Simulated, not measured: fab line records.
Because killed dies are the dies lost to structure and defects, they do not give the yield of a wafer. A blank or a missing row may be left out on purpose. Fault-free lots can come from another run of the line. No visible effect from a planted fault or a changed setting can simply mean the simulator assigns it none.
Matching of chambers    flow nandHarc    NHARC_P_ZERO_WELL_DESCUM_39 on rieDiel-12 has 4 sister chambers
The step chemistry O2, time 3 s. 8 wafers are shown with their chamber, then 10 later ones without.

== EACH WAFER AND ITS CHAMBER ==
wafer   chamber  drypumpMotorCurrentA (A)  showerheadPlenumPTorr (Torr)
L175.6  1        6.3                       1.94
L177.2  1        6.2                       1.94
L180.5  2        5.4                       2.00
L183.1  0        6.0                       1.95
L184.5  2        5.4                       1.99
L184.6  3        5.1                       1.97
L185.1  0        5.9                       1.95
L185.3  3        5.1                       1.97

== WAFERS WITH NO CHAMBER GIVEN ==
wafer   drypumpMotorCurrentA (A)  showerheadPlenumPTorr (Torr)
L185.4  5.1                       1.97
L190.3  6.3                       1.93
L190.5  5.3                       1.99
L190.6  6.3                       1.93
L191.2  6.2                       1.92
L191.3  5.4                       1.99
L191.5  6.0                       1.94
L192.3  5.1                       1.96
L192.4  6.3                       1.92
L192.6  5.1                       1.96

== EACH ONE'S CHAMBER ==
wafer   from the rows above  in truth
L185.4  3                    3
L190.3  1                    1
L190.5  2                    2
L190.6  1                    1
L191.2  1                    1
L191.3  2                    2
L191.5  0                    0
L192.3  3                    3
L192.4  1                    1
L192.6  3                    3
Correct placement for 10 of the 10. Can't be placed from these rows: 0. Placed wrongly: 0.
How it was worked out, from the rows above alone: a wafer's distance from a chamber is the root of the sum, over the readings, of the square of ((its reading less the chamber's mean) divided by the reading's scatter). If the next closest chamber is less than 2 further off than the closest, the wafer can't be placed; otherwise it belongs to the closest. For every chamber, the mean is computed from those of its wafers that are shown. The scatter: the root of (the sum of the squares of (reading less its chamber's mean) over the shown wafers, divided by (wafers less chambers)).
